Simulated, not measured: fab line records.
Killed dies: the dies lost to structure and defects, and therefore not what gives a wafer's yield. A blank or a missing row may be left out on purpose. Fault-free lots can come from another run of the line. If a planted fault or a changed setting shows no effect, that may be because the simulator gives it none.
Chamber matching | flow nand-harc | NHARC_P_CONTACT_ETCH_35 on rie-diel-08: 4 sister chambers
The step etches the open film in CF4, target depth 39 nm, time 65 s. 14 wafers are shown with their chamber, then 7 later ones without.

EACH WAFER AND ITS CHAMBER
wafer  | chamber | drypump-motor-current-A (A) | oes-product-au (a.u.) | rf-vpp-V (V)
L076.1 | 2       | 5.8                         | 1.003                 | 149.1
L076.3 | 3       | 6.1                         | 1.019                 | 150.6
L076.5 | 3       | 6.0                         | 1.017                 | 153.1
L078.4 | 3       | 6.1                         | 1.020                 | 151.0
L078.5 | 0       | 5.9                         | 0.998                 | 152.7
L078.6 | 3       | 6.1                         | 1.014                 | 151.6
L086.1 | 0       | 5.9                         | 1.001                 | 153.1
L086.2 | 2       | 5.8                         | 1.004                 | 151.2
L086.6 | 3       | 6.1                         | 1.012                 | 151.1
L090.1 | 1       | 5.5                         | 1.010                 | 151.1
L090.5 | 0       | 5.9                         | 1.002                 | 151.9
L090.6 | 3       | 6.1                         | 1.002                 | 152.2
L093.1 | 1       | 5.5                         | 0.998                 | 151.4
L093.3 | 3       | 6.1                         | 1.015                 | 150.8

SIGNATURES, as means of the wafers listed above
reading                 | chamber 0 | chamber 1 | chamber 2 | chamber 3 | scatter within a chamber
drypump-motor-current-A | 5.900     | 5.500     | 5.800     | 6.086     | 0.0293
oes-product-au          | 1.00033   | 1.00400   | 1.00350   | 1.01414   | 0.00548
rf-vpp-V                | 152.567   | 151.250   | 150.150   | 151.486   | 0.881
Rule: a wafer's distance from a chamber is the root of the sum, over the readings, of the square of ((its reading less the chamber's mean) divided by the reading's scatter). If the next closest chamber is less than 2 further off than the closest, the wafer can't be placed; otherwise it belongs to the closest. How the scatter is found: for the shown wafers, subtract from each reading the mean of its chamber, square and add these, divide the total by (wafers less chambers), then take the root.

WAFERS WITH NO CHAMBER GIVEN
wafer  | drypump-motor-current-A (A) | oes-product-au (a.u.) | rf-vpp-V (V)
L093.4 | 5.9                         | 1.010                 | 152.5
L094.2 | 5.9                         | 1.003                 | 152.6
L094.4 | 6.1                         | 1.011                 | 152.6
L094.6 | 6.1                         | 1.013                 | 151.6
L096.1 | 5.9                         | 0.992                 | 150.9
L096.4 | 5.9                         | 0.995                 | 152.8
L096.5 | 6.1                         | 1.018                 | 151.5

WHICH CHAMBER EACH WENT THROUGH
wafer  | from the rows above     | in truth
L093.4 | 0                       | 0
L094.2 | 0                       | 0
L094.4 | 3                       | 3
L094.6 | 3                       | 3
L096.1 | can't be placed: 0 or 2 | 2
L096.4 | 0                       | 0
L096.5 | 3                       | 3
Placed correctly: 6 of 7. These rows do not allow placing 1 (true chamber among the candidates in 1). Number placed wrongly: 0.
